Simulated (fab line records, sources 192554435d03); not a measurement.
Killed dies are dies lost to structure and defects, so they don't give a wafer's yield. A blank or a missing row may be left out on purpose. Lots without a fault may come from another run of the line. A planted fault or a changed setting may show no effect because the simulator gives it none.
fab line records | flow n5_finfet
record lots=5 wafers=15 last_day=17
route steps=1938 shown BEOL_M2@912 BEOL_M3@931
lots that met no fault: from a run of the same line without faults
start_h: hours from the record's first day to the start of the lot's first wafer shown | wait_h: hours since the lot's step before | " the same as in the row above | L1.1+2: a row that stands for several wafers | - no value, or no start given | * or withheld: withheld | < > ~ a bound
route shown NAME@n: a module of which the file shows steps, and the number in the route of the first | usual: mean/standard deviation of fault-free wafers | same: alike in all rows | chamber/n: place in a boat | sites: the reading at each site | _std_site: their standard deviation | _edge_site: outer sites' mean less inner sites' | radius_mm: how far each site lies from the wafer's centre | mask NAME#n: copy n | behind: the tool/chamber that last shaped the wafer | hold: why the lot was held/for how many hours/how that ended | device: the transistor (n, p or np) that didn't switch | end of line: the same wafers' tests at the end of the route | a step without rows: its recipe alone | killed: dies lost to structure and defects at the first sort, not the wafer's yield | map: a wafer's dies, x killed, . not, _ none there
set.NAME: the setting as run; set.NAME@STEP: as run at that earlier step | model.NAME: the simulator's own value behind a step, which no gauge read
lots at some steps of the route; a table a step, a row a wafer
services: from which hour (start_h, from the record's first day; less than 0 if before it) a tool's chamber was out of use, for how many hours, and why
## steps
# step N5_BEOL_M2_SPUTTER_88
# recipe material=Cu target_thk_a=45 temp_c=-20 chamber_pressure_pa=0.07 power_w=withheld time_s=8.29
# usual chuck_sensor_temp_C=-16.0/0.63 throttle_valve_pct=29.9/0.99
# columns lot.wafer tool chamber start_h wait_h chuck_sensor_temp_C throttle_valve_pct
L075.2 pvd_sputter-03 - 148.37 0.1 -15.4 30.2
L075.3 " - " " -16.6 29.1
L075.4 " - " " -15.4 29.5
L084.2 pvd_sputter-02 - 201.57 0.1 -14.8 29.4
L084.3 " - " " -16.2 29.4
L084.4 " - " " -16.9 29.4
L087.1 pvd_sputter-02 - 230.55 0.1 -16.8 29.3
L087.4 " - " " -15.5 28.6
L087.6 " - " " -16.7 29.3
L091.3 pvd_sputter-01 - 250.35 0.1 -16.0 30.9
L091.4 " - " " -16.3 30.0
L091.6 " - " " -16.5 30.8
L095.1 pvd_sputter-03 - 270.86 0.1 -15.7 29.1
L095.5 " - " " -16.8 29.1
L095.6 " - " " -15.7 29.2
# step N5_BEOL_M2_ANNEAL_89
# recipe temp_c=400 time_s=240 ambient=vacuum
# usual heater_power_w=823/100
# columns lot.wafer tool chamber start_h wait_h heater_power_w
L075.2 pvd_sputter-03 - 148.45 0.0 796
L075.3 " - " " 733
L075.4 " - " " 778
L084.2 pvd_sputter-02 - 201.65 0.0 1054
L084.3 " - " " 760
L084.4 " - " " 882
L087.1 pvd_sputter-02 - 230.63 0.0 865
L087.4 " - " " 840
L087.6 " - " " 887
L091.3 pvd_sputter-01 - 250.43 0.0 695
L091.4 " - " " 705
L091.6 " - " " 880
L095.1 pvd_sputter-03 - 270.94 0.0 764
L095.5 " - " " 708
L095.6 " - " " 759
# step N5_BEOL_M2_SPUTTER_90
# recipe material=Cu target_thk_a=45 temp_c=-20 chamber_pressure_pa=0.07 power_w=withheld time_s=8.29
# usual chuck_sensor_temp_C=-16.0/0.65 throttle_valve_pct=29.9/0.99
# columns lot.wafer tool chamber start_h wait_h chuck_sensor_temp_C throttle_valve_pct
L075.2 pvd_sputter-03 - 148.59 0.1 -15.6 30.1
L075.3 " - " " -16.8 29.6
L075.4 " - " " -15.8 29.3
L084.2 pvd_sputter-02 - 201.79 0.1 -14.8 29.0
L084.3 " - " " -16.1 29.3
L084.4 " - " " -16.8 29.4
L087.1 pvd_sputter-02 - 230.77 0.1 -16.9 29.3
L087.4 " - " " -15.7 28.6
L087.6 " - " " -16.9 29.3
L091.3 pvd_sputter-01 - 250.57 0.1 -16.1 31.1
L091.4 " - " " -16.4 29.7
L091.6 " - " " -16.5 31.0
L095.1 pvd_sputter-03 - 271.08 0.1 -15.6 29.4
L095.5 " - " " -16.8 29.1
L095.6 " - " " -15.7 29.6
# step N5_BEOL_M2_ANNEAL_91
# recipe temp_c=400 time_s=240 ambient=vacuum
# usual heater_power_w=822/100
# columns lot.wafer tool chamber start_h wait_h heater_power_w
L075.2 pvd_sputter-03 - 148.67 0.0 777
L075.3 " - " " 716
L075.4 " - " " 760
L084.2 pvd_sputter-02 - 201.87 0.0 1052
L084.3 " - " " 746
L084.4 " - " " 875
L087.1 pvd_sputter-02 - 230.85 0.0 872
L087.4 " - " " 838
L087.6 " - " " 853
L091.3 pvd_sputter-01 - 250.65 0.0 723
L091.4 " - " " 718
L091.6 " - " " 905
L095.1 pvd_sputter-03 - 271.16 0.0 772
L095.5 " - " " 691
L095.6 " - " " 779
# step N5_BEOL_M2_SPUTTER_92
# recipe material=Cu target_thk_a=45 temp_c=-20 chamber_pressure_pa=0.07 power_w=withheld time_s=8.29
# usual chuck_sensor_temp_C=-16.0/0.66 throttle_valve_pct=29.9/0.97
# columns lot.wafer tool chamber start_h wait_h chuck_sensor_temp_C throttle_valve_pct
L075.2 pvd_sputter-03 - 148.81 0.1 -15.4 30.1
L075.3 " - " " -16.8 29.3
L075.4 " - " " -15.6 29.5
L084.2 pvd_sputter-02 - 202.01 0.1 -14.7 29.1
L084.3 " - " " -16.4 29.2
L084.4 " - " " -16.8 29.2
L087.1 pvd_sputter-02 - 230.99 0.1 -16.8 29.5
L087.4 " - " " -15.8 28.8
L087.6 " - " " -16.9 29.6
L091.3 pvd_sputter-01 - 250.79 0.1 -16.0 30.8
L091.4 " - " " -16.3 29.8
L091.6 " - " " -16.5 30.6
L095.1 pvd_sputter-03 - 271.30 0.1 -15.6 29.4
L095.5 " - " " -16.8 29.2
L095.6 " - " " -15.7 29.0
# step N5_BEOL_M2_ANNEAL_93
# recipe temp_c=400 time_s=240 ambient=vacuum
# usual heater_power_w=824/110
# columns lot.wafer tool chamber start_h wait_h heater_power_w
L075.2 pvd_sputter-03 - 148.89 0.0 803
L075.3 " - " " 712
L075.4 " - " " 764
L084.2 pvd_sputter-02 - 202.09 0.0 1050
L084.3 " - " " 748
L084.4 " - " " 877
L087.1 pvd_sputter-02 - 231.07 0.0 886
L087.4 " - " " 836
L087.6 " - " " 878
L091.3 pvd_sputter-01 - 250.87 0.0 710
L091.4 " - " " 712
L091.6 " - " " 908
L095.1 pvd_sputter-03 - 271.38 0.0 781
L095.5 " - " " 714
L095.6 " - " " 757
# step N5_BEOL_M2_SPUTTER_94
# recipe material=Cu target_thk_a=45 temp_c=-20 chamber_pressure_pa=0.07 power_w=withheld time_s=8.29
# usual chuck_sensor_temp_C=-16.0/0.63 throttle_valve_pct=29.9/0.99
# columns lot.wafer tool chamber start_h wait_h chuck_sensor_temp_C throttle_valve_pct
L075.2 pvd_sputter-03 - 149.03 0.1 -15.5 30.0
L075.3 " - " " -16.8 29.5
L075.4 " - " " -15.7 29.6
L084.2 pvd_sputter-02 - 202.23 0.1 -14.7 28.9
L084.3 " - " " -16.4 29.4
L084.4 " - " " -17.0 29.2
L087.1 pvd_sputter-02 - 231.21 0.1 -16.9 29.5
L087.4 " - " " -15.6 28.6
L087.6 " - " " -16.8 29.2
L091.3 pvd_sputter-01 - 251.01 0.1 -16.2 31.0
L091.4 " - " " -16.6 30.4
L091.6 " - " " -16.4 30.8
L095.1 pvd_sputter-03 - 271.52 0.1 -15.5 29.3
L095.5 " - " " -16.7 29.4
L095.6 " - " " -15.6 29.4
# step N5_BEOL_M2_ANNEAL_95
# recipe temp_c=400 time_s=240 ambient=vacuum
# usual heater_power_w=821/100
# columns lot.wafer tool chamber start_h wait_h heater_power_w
L075.2 pvd_sputter-03 - 149.11 0.0 781
L075.3 " - " " 712
L075.4 " - " " 768
L084.2 pvd_sputter-02 - 202.31 0.0 1053
L084.3 " - " " 742
L084.4 " - " " 900
L087.1 pvd_sputter-02 - 231.29 0.0 877
L087.4 " - " " 837
L087.6 " - " " 871
L091.3 pvd_sputter-01 - 251.09 0.0 720
L091.4 " - " " 719
L091.6 " - " " 898
L095.1 pvd_sputter-03 - 271.60 0.0 775
L095.5 " - " " 738
L095.6 " - " " 782
# step N5_BEOL_M2_SPUTTER_96
# recipe material=Cu target_thk_a=45 temp_c=-20 chamber_pressure_pa=0.07 power_w=withheld time_s=8.29
# usual chuck_sensor_temp_C=-16.0/0.64 throttle_valve_pct=29.9/0.97
# columns lot.wafer tool chamber start_h wait_h chuck_sensor_temp_C throttle_valve_pct
L075.2 pvd_sputter-03 - 149.25 0.1 -15.5 30.2
L075.3 " - " " -16.7 29.3
L075.4 " - " " -15.7 29.3
L084.2 pvd_sputter-02 - 202.45 0.1 -14.7 29.2
L084.3 " - " " -16.1 29.3
L084.4 " - " " -16.8 29.6
L087.1 pvd_sputter-02 - 231.43 0.1 -16.7 29.5
L087.4 " - " " -15.8 28.7
L087.6 " - " " -16.9 29.4
L091.3 pvd_sputter-01 - 251.23 0.1 -16.1 30.8
L091.4 " - " " -16.5 30.1
L091.6 " - " " -16.4 30.8
L095.1 pvd_sputter-03 - 271.74 0.1 -15.6 29.1
L095.5 " - " " -16.7 29.2
L095.6 " - " " -15.6 29.2
# step N5_BEOL_M2_ECD_50
# recipe material=Cu target_thk_a=3000
# columns lot.wafer tool chamber start_h wait_h
L075.2+3+4 ecd_cu-01 0,0,1 149.37 0.1
L084.2+3+4 ecd_cu-01 0,1,0 202.56 0.1
L087.1+4+6 ecd_cu-01 1 231.55 0.1
L091.3+4+6 ecd_cu-02 1,0,1 251.37 0.1
L095.1+5+6 ecd_cu-02 0,0,1 271.86 0.1
# step N5_BEOL_M2_ANNEAL_51
# recipe temp_c=225 time_s=90 ambient=N2
# usual wafer_temp_C_max=226.1/0.69
# columns lot.wafer tool chamber start_h wait_h wafer_temp_C_max
L075.2 rtp_anneal-01 0 149.49 0.1 226.6
L075.3 " 0 " " 226.6
L075.4 " 0 " " 226.9
L084.2 rtp_anneal-02 0 202.69 0.1 226.0
L084.3 " 0 " " 225.6
L084.4 " 0 " " 225.5
L087.1 rtp_anneal-01 0 231.63 0.1 226.6
L087.4 " 0 " " 226.5
L087.6 " 0 " " 226.8
L091.3 rtp_anneal-02 0 251.52 0.1 225.5
L091.4 " 0 " " 225.6
L091.6 " 0 " " 225.5
L095.1 rtp_anneal-02 0 271.94 0.1 225.4
L095.5 " 0 " " 225.8
L095.6 " 0 " " 225.6
# step N5_BEOL_M2_CMP_52
# recipe stop_on=SiOC t_overpolish_s=6.8 down_force_psi=1 platen_rpm=50 clearing_platen_down_force_psi=1.5 clearing_platen_rpm=50 post_cmp_clean=cu_alkaline target_thk_nm=40 clearing_platen_pad_velocity_m_s=0.99484 pad_velocity_m_s=0.99484
# usual barrier_field_endpoint_s=24.8/0.59 head_pressure_psi=0.9995/0.002 motor_current_A=5.9/0.53 overpolish_run_s=6.798/0.0097 time_to_endpoint_s=62/3
# columns lot.wafer tool chamber start_h wait_h barrier_field_endpoint_s head_pressure_psi motor_current_A overpolish_run_s time_to_endpoint_s
L075.3 cmp-02 2 149.74 0.2 24.2 0.9993 6.1 6.788 60
L075.4 " 0 " " 24.7 1.0004 5.3 6.778 62
L075.2 " 1 " " 24.4 0.9974 5.6 6.808 60
L084.3 cmp-04 1 202.94 0.2 24.6 1.0011 4.9 6.781 66
L084.2 " 2 " " 24.7 0.9973 5.7 6.780 65
L084.4 " 0 " " 25.4 0.9996 6.4 6.802 65
L087.1 cmp-03 0 231.92 0.3 24.2 1.0015 5.1 6.802 62
L087.4 " 1 " " 25.2 0.9985 5.7 6.804 61
L087.6 " 1 " " 24.8 0.9969 5.8 6.793 62
L091.3 cmp-04 3 251.74 0.2 25.6 1.0013 6.7 6.804 62
L091.4 " 1 " " 25.6 1.0011 5.0 6.796 62
L091.6 " 0 " " 25.7 1.0012 6.2 6.785 66
L095.1 cmp-04 2 272.35 0.4 25.0 0.9993 5.6 6.817 65
L095.6 " 3 " " 24.7 1.0012 6.7 6.808 62
L095.5 " 0 " " 24.8 0.9979 6.4 6.791 64
# step N5_BEOL_M2_THK_MEAS_53
# recipe thk_meas_gauge=xrf reads=Cu_of_BEOL_M2_ECD_50
# usual M2_THK=39.5/1.3
# columns lot.wafer tool chamber start_h wait_h M2_THK[nm]
L075.2 film_metro-02 - 150.04 - 40.2
L075.3 " - " " 39.6
L075.4 " - " " 38.5
L084.2 film_metro-02 - 203.24 - 40.1
L084.3 " - " " 41.2
L084.4 " - " " 39.5
L087.1 film_metro-02 - 232.22 - 39.9
L087.4 " - " " 40.6
L087.6 " - " " 40.4
L091.3 film_metro-02 - 252.03 - 39.7
L091.4 " - " " 41.1
L091.6 " - " " 40.0
L095.1 film_metro-02 - 272.53 - 39.6
L095.5 " - " " 38.7
L095.6 " - " " 39.1
# step N5_BEOL_M2_PRE_CLEAN_60
# recipe gas=NH3/H2 time_s=15 temp_c=* rf_power_w=300
# usual heater_power_w=84/14
# columns lot.wafer tool chamber start_h wait_h heater_power_w
L075.2 cvd_co-01 2 150.08 0.0 73
L075.3 " 1 " " 110
L075.4 " 2 " " 74
L084.2 cvd_co-02 2 203.27 0.0 87
L084.3 " 0 " " 89
L084.4 " 2 " " 87
L087.1 cvd_co-02 2 232.25 0.0 89
L087.4 " 1 " " 75
L087.6 " 0 " " 94
L091.3 cvd_co-01 2 252.07 0.0 75
L091.4 " 0 " " 69
L091.6 " 1 " " 110
L095.1 cvd_co-01 1 272.66 0.1 109
L095.5 " 2 " " 76
L095.6 " 1 " " 114
# step N5_BEOL_M2_CO_CAP_55
# recipe material=Co target_thk_a=20 temp_c=200 precursor=CCTBA/H2 pressure_torr=30 time_s=102.1
# usual heater_power_w=235/18
# columns lot.wafer tool chamber start_h wait_h heater_power_w
L075.2 cvd_co-01 2 150.12 0.0 224
L075.3 " 1 " " 272
L075.4 " 2 " " 227
L084.2 cvd_co-02 2 203.31 0.0 238
L084.3 " 0 " " 240
L084.4 " 2 " " 242
L087.1 cvd_co-02 2 232.29 0.0 240
L087.4 " 1 " " 221
L087.6 " 0 " " 238
L091.3 cvd_co-01 2 252.11 0.0 225
L091.4 " 0 " " 215
L091.6 " 1 " " 266
L095.1 cvd_co-01 1 272.70 0.0 272
L095.5 " 2 " " 229
L095.6 " 1 " " 267
# step N5_BEOL_M2_PRE_CLEAN_56
# recipe gas=NH3 time_s=15 temp_c=withheld rf_power_w=300
# columns lot.wafer tool chamber start_h wait_h
L075.2+3+4 pecvd-03 0,1,1 150.21 0.1
L084.2+3+4 pecvd-02 2,0,2 203.40 0.1
L087.1+4+6 pecvd-03 1,2,1 232.39 0.1
L091.3+4+6 pecvd-04 2,0,2 252.20 0.1
L095.1+5+6 pecvd-04 2,2,0 272.79 0.1
# step N5_BEOL_M2_DEP_57
# recipe material=SiCN target_thk_a=80 temp_c=withheld precursor=3MS/NH3 pressure_torr=3 rf_w=202 time_s=14
# usual showerhead_plenum_p_Torr=3.668/0.014 throttle_valve_pct=9.3/0.79
# columns lot.wafer tool chamber start_h wait_h showerhead_plenum_p_Torr throttle_valve_pct
L075.2 pecvd-03 0 150.23 0.0 3.674 8.9
L075.3 " 1 " " 3.675 9.8
L075.4 " 1 " " 3.694 9.7
L084.2 pecvd-02 2 203.43 0.0 3.685 9.4
L084.3 " 0 " " 3.659 9.8
L084.4 " 2 " " 3.686 9.0
L087.1 pecvd-03 1 232.41 0.0 3.685 9.8
L087.4 " 2 " " 3.656 9.0
L087.6 " 1 " " 3.687 9.7
L091.3 pecvd-04 2 252.22 0.0 3.650 8.3
L091.4 " 0 " " 3.663 11.3
L091.6 " 2 " " 3.654 8.3
L095.1 pecvd-04 2 272.82 0.0 3.651 8.5
L095.5 " 2 " " 3.654 8.4
L095.6 " 0 " " 3.665 11.2
# step N5_BEOL_M2_RS_MEAS_58
# recipe thk_meas_gauge=four-point-probe reads=Co_of_BEOL_M2_CO_CAP_55+Cu_of_BEOL_M2_ECD_50+Co_of_BEOL_M2_CVD_47+TaN_of_BEOL_M2_ALD_84
# usual M2_RS=0.679/0.029
# columns lot.wafer tool chamber start_h wait_h M2_RS[ohm/sq]
L075.2 film_metro-02 - 150.30 0.1 0.661
L075.3 " - " " 0.674
L075.4 " - " " 0.696
L084.2 film_metro-01 - 203.50 0.1 0.662
L084.3 " - " " 0.642
L084.4 " - " " 0.680
L087.1 film_metro-01 - 232.48 0.0 0.671
L087.4 " - " " 0.660
L087.6 " - " " 0.665
L091.3 film_metro-02 - 252.29 0.1 0.676
L091.4 " - " " 0.648
L091.6 " - " " 0.670
L095.1 film_metro-02 - 272.88 0.0 0.689
L095.5 " - " " 0.703
L095.6 " - " " 0.695
# step N5_BEOL_M2_INSPECT_59
# recipe inspect_instrument=darkfield mode=post_dep
# usual raw_defect_count=71/20
# columns lot.wafer tool chamber start_h wait_h raw_defect_count
L075.2 defect_inspect-02 - 150.33 0.0 55
L075.3 " - " " 55
L075.4 " - " " 71
L084.2 defect_inspect-01 - 203.53 0.0 90
L084.3 " - " " 65
L084.4 " - " " 82
L087.1 defect_inspect-01 - 232.50 0.0 88
L087.4 " - " " 67
L087.6 " - " " 94
L091.3 defect_inspect-02 - 252.32 0.0 63
L091.4 " - " " 48
L091.6 " - " " 37
L095.1 defect_inspect-02 - 272.91 0.0 61
L095.5 " - " " 69
L095.6 " - " " 58
# step N5_BEOL_M3_ILD_DEP_00
# recipe material=SiOC target_thk_a=790 temp_c=350 precursor=DEMS/O2 pressure_torr=5 rf_w=500 time_s=15.3
# usual heater_power_w=502/43 showerhead_plenum_p_Torr=5.693/0.016 throttle_valve_pct=12.2/1.2
# columns lot.wafer tool chamber start_h wait_h heater_power_w showerhead_plenum_p_Torr throttle_valve_pct
L075.2 pecvd-04 0 150.36 0.0 505 5.698 14.8
L075.3 " 2 " " 472 5.692 11.1
L075.4 " 0 " " 501 5.686 14.4
L084.2 pecvd-01 1 203.57 0.0 509 5.681 11.2
L084.3 " 0 " " 508 5.730 12.5
L084.4 " 1 " " 526 5.678 11.5
L087.1 pecvd-01 2 232.59 0.1 507 5.692 10.2
L087.4 " 1 " " 551 5.687 11.3
L087.6 " 2 " " 514 5.697 10.2
L091.3 pecvd-01 2 252.35 0.0 452 5.707 10.4
L091.4 " 1 " " 555 5.697 11.1
L091.6 " 0 " " 499 5.716 12.7
L095.1 pecvd-01 2 272.95 0.0 511 5.707 10.5
L095.5 " 2 " " 401 5.700 10.3
L095.6 " 1 " " 481 5.684 11.3
# step N5_BEOL_M3_THK_MEAS_01
# recipe reads=SiOC_of_BEOL_M3_ILD_DEP_00
# usual M3_ILD_THK=79.2/1
# columns lot.wafer tool chamber start_h wait_h M3_ILD_THK[nm]
L075.2 film_metro-02 - 150.43 0.1 77.5
L075.3 " - " " 77.9
L075.4 " - " " 78.8
L084.2 film_metro-01 - 203.67 0.1 77.0
L084.3 " - " " 79.0
L084.4 " - " " 78.6
L087.1 film_metro-01 - 232.66 0.0 81.8
L087.4 " - " " 80.1
L087.6 " - " " 82.0
L091.3 film_metro-01 - 252.42 0.1 79.5
L091.4 " - " " 79.8
L091.6 " - " " 79.4
L095.1 film_metro-01 - 273.03 0.1 79.2
L095.5 " - " " 80.1
L095.6 " - " " 79.7
# step N5_BEOL_M3_PECVD_72
# recipe material=SiO2 target_thk_a=160 temp_c=400 precursor=TEOS/O2 pressure_torr=5.5 rf_w=450 teos_flow_sccm=53.8 gas=O2 flow_sccm=3000 time_s=18
# usual heater_power_w=738/60 showerhead_plenum_p_Torr=8.78/0.062 throttle_valve_pct=22.7/2.3
# columns lot.wafer tool chamber start_h wait_h heater_power_w showerhead_plenum_p_Torr throttle_valve_pct
L075.2 pecvd-04 0 150.47 0.0 726 8.76 27.3
L075.3 " 1 " " 688 8.80 22.7
L075.4 " 1 " " 696 8.76 22.5
L084.2 pecvd-04 2 203.70 0.0 669 8.72 20.8
L084.3 " 0 " " 768 8.77 27.5
L084.4 " 2 " " 678 8.65 20.8
L087.1 pecvd-01 0 232.70 0.0 755 8.89 23.6
L087.4 " 1 " " 756 8.72 21.5
L087.6 " 0 " " 728 8.88 23.8
L091.3 pecvd-04 2 252.46 0.0 788 8.68 20.7
L091.4 " 0 " " 741 8.77 27.7
L091.6 " 2 " " 792 8.69 20.8
L095.1 pecvd-01 1 273.07 0.0 777 8.74 20.9
L095.5 " 2 " " 626 8.80 19.3
L095.6 " 1 " " 766 8.75 21.4
# step N5_BEOL_M3_HM_DEP_02
# recipe material=TiN target_thk_a=200 temp_c=25 chamber_pressure_pa=0.49996
# usual throttle_valve_pct=29.9/0.96
# columns lot.wafer tool chamber start_h wait_h throttle_valve_pct
L075.2 pvd_sputter-02 - 151.50 1.0 28.8
L075.3 " - " " 29.0
L075.4 " - " " 29.3
L084.2 pvd_sputter-01 - 203.92 0.2 31.9
L084.3 " - " " 30.7
L084.4 " - " " 30.0
L087.1 pvd_sputter-03 - 233.34 0.6 30.4
L087.4 " - " " 29.6
L087.6 " - " " 29.4
L091.3 pvd_sputter-03 - 252.76 0.3 30.2
L091.4 " - " " 29.2
L091.6 " - " " 29.0
L095.1 pvd_sputter-02 - 275.49 2.4 29.4
L095.5 " - " " 29.4
L095.6 " - " " 29.3
# step N5_BEOL_M3_COAT_61
# recipe resist=SOC temp_c=250 time_s=60 spin_rpm=1500 resist_thk_nm=60
# columns lot.wafer tool chamber start_h wait_h
L075.2+3+4 litho_track-02 0 151.62 0.1
L084.2+3+4 litho_track-03 0 204.05 0.1
L087.1+4+6 litho_track-02 0 233.46 0.1
L091.3+4+6 litho_track-03 0 252.89 0.1
L095.1+5+6 litho_track-02 0 275.61 0.1
# step N5_BEOL_M3_COAT_62
# recipe resist=SiARC temp_c=220 time_s=60 spin_rpm=1500 resist_thk_nm=12
# columns lot.wafer tool chamber start_h wait_h
L075.2+3+4 litho_track-02 0 - -
L084.2+3+4 litho_track-03 0 - -
L087.1+4+6 litho_track-02 0 - -
L091.3+4+6 litho_track-03 0 - -
L095.1+5+6 litho_track-02 0 - -
# step N5_BEOL_M3_COAT_73
# recipe resist=underlayer temp_c=205 time_s=60 spin_rpm=1500 resist_thk_nm=5
# columns lot.wafer tool chamber start_h wait_h
L075.2+3+4 litho_track-02 0 - -
L084.2+3+4 litho_track-03 0 - -
L087.1+4+6 litho_track-02 0 - -
L091.3+4+6 litho_track-03 0 - -
L095.1+5+6 litho_track-02 0 - -
# step N5_BEOL_M3_COAT_05
# recipe resist=CAR-EUV spin_rpm=1500 resist_thk_nm=30
# columns lot.wafer tool chamber start_h wait_h
L075.2+3+4 litho_track-02 0 - -
L084.2+3+4 litho_track-03 0 - -
L087.1+4+6 litho_track-02 0 - -
L091.3+4+6 litho_track-03 0 - -
L095.1+5+6 litho_track-02 0 - -
# step N5_BEOL_M3_EBR_07
# recipe solvent=PGMEA ebr_width_mm=1.5
# columns lot.wafer tool chamber start_h wait_h
L075.2+3+4 litho_track-02 0 - -
L084.2+3+4 litho_track-03 0 - -
L087.1+4+6 litho_track-02 0 - -
L091.3+4+6 litho_track-03 0 - -
L095.1+5+6 litho_track-02 0 - -
# step N5_BEOL_M3_SOFTBAKE_06
# recipe temp_c=110 time_s=60 resist=CAR-EUV
# columns lot.wafer tool chamber start_h wait_h
L075.2+3+4 litho_track-02 0 - -
L084.2+3+4 litho_track-03 0 - -
L087.1+4+6 litho_track-02 0 - -
L091.3+4+6 litho_track-03 0 - -
L095.1+5+6 litho_track-02 0 - -
# step N5_BEOL_M3_EXPOSE_08
# recipe mask_id=M3 na=0.33 source_shape=dipole sigma_inner=0.369 sigma_outer=0.767 polarization=unpolarized dose_mj=33
# same sigma_inner=0.369
# columns lot.wafer tool chamber start_h wait_h mask
L075.2+3+4 euv_scanner-02 0 151.77 - M3#0
L084.2+3+4 euv_scanner-02 0 204.19 - M3#0
L087.1+4+6 euv_scanner-01 0 233.72 - M3#0
L091.3+4+6 euv_scanner-01 0 253.04 - M3#0
L095.1+5+6 euv_scanner-02 0 275.87 - M3#0
# step N5_BEOL_M3_PEB_09
# recipe peb_temp_c=100 peb_time_s=60 resist=CAR-EUV
# columns lot.wafer tool chamber start_h wait_h
L075.2+3+4 litho_track-03 0 151.82 0.0
L084.2+3+4 litho_track-03 0 204.24 0.0
L087.1+4+6 litho_track-05 0 233.78 0.1
L091.3+4+6 litho_track-03 0 253.09 0.0
L095.1+5+6 litho_track-02 0 275.93 0.1
# step N5_BEOL_M3_DEVELOP_10
# recipe develop_time_s=30 developer=TMAH resist=CAR-EUV rinse_liquid=surfactant_rinse dry=air_spin dev_temp_c=23
# columns lot.wafer tool chamber start_h wait_h
L075.2+3+4 litho_track-03 0 - -
L084.2+3+4 litho_track-03 0 - -
L087.1+4+6 litho_track-05 0 - -
L091.3+4+6 litho_track-03 0 - -
L095.1+5+6 litho_track-02 0 - -
# step N5_BEOL_M3_CD_MEAS_11
# recipe target_cd_nm=17.05 landing_energy_ev=500 detector=se_inlens polarity=opening
# usual cd_nm=17.03/0.24
# columns lot.wafer tool chamber start_h wait_h cd_nm
L075.2 cd_sem-03 0 151.89 - 17.20
L075.3 " 0 " " 17.28
L075.4 " 0 " " 17.03
L084.2 cd_sem-03 0 204.31 - 16.88
L084.3 " 0 " " 17.17
L084.4 " 0 " " 16.85
L087.1 cd_sem-02 0 233.85 - 16.68
L087.4 " 0 " " 16.83
L087.6 " 0 " " 16.61
L091.3 cd_sem-03 0 253.16 - 16.81
L091.4 " 0 " " 16.90
L091.6 " 0 " " 16.59
L095.1 cd_sem-01 0 276.00 - 17.13
L095.5 " 0 " " 17.09
L095.6 " 0 " " 17.27
# step N5_BEOL_M3_OVL_MEAS_12
# recipe points_per_wafer=522
# usual M3_OVL=0.1/0.66
# columns lot.wafer tool chamber start_h wait_h M3_OVL[nm]
L075.2 overlay-02 0 151.92 0.0 -1.0
L075.3 " 0 " " 0.1
L075.4 " 0 " " -0.5
L084.2 overlay-02 0 204.35 0.0 0.0
L084.3 " 0 " " -0.3
L084.4 " 0 " " -0.7
L087.1 overlay-01 0 233.88 0.0 0.6
L087.4 " 0 " " -1.2
L087.6 " 0 " " -0.5
L091.3 overlay-02 0 253.20 0.0 0.7
L091.4 " 0 " " -0.1
L091.6 " 0 " " 0.3
L095.1 overlay-01 0 276.04 0.0 1.5
L095.5 " 0 " " 1.2
L095.6 " 0 " " 1.9
# step N5_BEOL_M3_INSPECT_13
# recipe mode=adi inspect_instrument=brightfield
# usual raw_defect_count=376/82
# columns lot.wafer tool chamber start_h wait_h raw_defect_count
L075.2 defect_inspect-02 - 151.98 0.0 448
L075.3 " - " " 377
L075.4 " - " " 411
L084.2 defect_inspect-01 - 204.40 0.0 291
L084.3 " - " " 258
L084.4 " - " " 284
L087.1 defect_inspect-02 - 233.95 0.1 416
L087.4 " - " " 310
L087.6 " - " " 475
L091.3 defect_inspect-02 - 253.24 0.0 318
L091.4 " - " " 325
L091.6 " - " " 289
L095.1 defect_inspect-02 - 276.10 0.1 443
L095.5 " - " " 462
L095.6 " - " " 315
# step N5_BEOL_M3_DESCUM_16
# recipe chemistry=O2 time_s=7 source_power_w=50 bias_power_w=20 pressure_mtorr=20 rf_frequency_hz=2.712e+07 temp_c=40 resist=CAR-EUV o2_flow_sccm=225
# usual drypump_motor_current_A=5.6/0.44 oes_product_au=0.77/0.083 rf_vpp_V=243.2/1.2 showerhead_plenum_p_Torr=2.10/0.058 throttle_valve_pct=20.54/0.2
# columns lot.wafer tool chamber start_h wait_h drypump_motor_current_A oes_product_au rf_hours_counter_h rf_vpp_V showerhead_plenum_p_Torr throttle_valve_pct
L075.2 rie_diel-03 3 152.01 0.0 5.6 0.77 152 244.2 2.19 20.79
L075.3 " 1 " " 5.1 0.78 145 243.8 2.12 20.62
L075.4 " 2 " " 5.1 0.66 240 245.2 2.15 20.33
L084.2 rie_diel-05 2 204.43 0.0 5.2 0.72 184 243.5 2.09 20.43
L084.3 " 1 " " 5.6 0.72 197 242.7 2.08 20.57
L084.4 " 0 " " 5.8 0.72 197 244.8 2.19 20.73
L087.1 rie_diel-04 1 233.98 0.0 5.5 0.78 126 243.2 2.10 20.78
L087.4 " 0 " " 6.2 0.72 - 243.6 2.08 20.51
L087.6 " 2 " " 6.5 0.68 - 240.9 1.97 20.43
L091.3 rie_diel-04 2 253.30 0.1 6.6 0.67 254 242.3 1.97 20.44
L091.4 " 2 " " 6.5 0.68 - 241.6 1.97 20.44
L091.6 " 0 " " 6.2 0.71 - 242.3 2.08 20.51
L095.1 rie_diel-04 0 276.13 0.0 6.2 0.71 217 243.4 2.07 20.53
L095.5 " 2 " " 6.6 0.99 - 245.6 2.23 19.99
L095.6 " 1 " " 5.5 0.76 - 243.1 2.10 20.80
## services
# columns tool chamber start_h hours kind
cmp-04 - 142.39 1.4 repair
cmp-04 - 143.81 4.8 pm
pecvd-01 - 145.77 0.4 repair
cvd_co-01 - 150.27 6.0 pm
euv_scanner-02 - 152.05 0.6 repair
pvd_sputter-02 - 157.68 14.3 repair
rie_diel-04 3 164.80 1.4 repair
euv_scanner-02 - 165.59 1.0 pm
cmp-04 - 167.40 3.8 repair
pecvd-01 - 167.41 28.1 pm
cvd_co-02 2 170.31 5.1 repair
euv_scanner-02 - 171.62 4.6 pm
cmp-04 - 182.93 1.8 repair
pecvd-04 0 185.10 15.7 repair
euv_scanner-02 - 187.13 0.9 repair
cmp-04 - 188.59 1.0 repair
cvd_co-02 2 189.78 8.0 repair
cmp-04 - 197.14 0.6 repair
pecvd-03 - 200.41 0.4 repair
pvd_sputter-02 - 207.32 1.6 repair
cvd_co-01 - 208.98 14.6 pm
pecvd-03 0 214.70 6.0 repair
pecvd-04 - 229.60 7.4 repair
pecvd-01 0 272.18 70.1 repair
## key
fault none
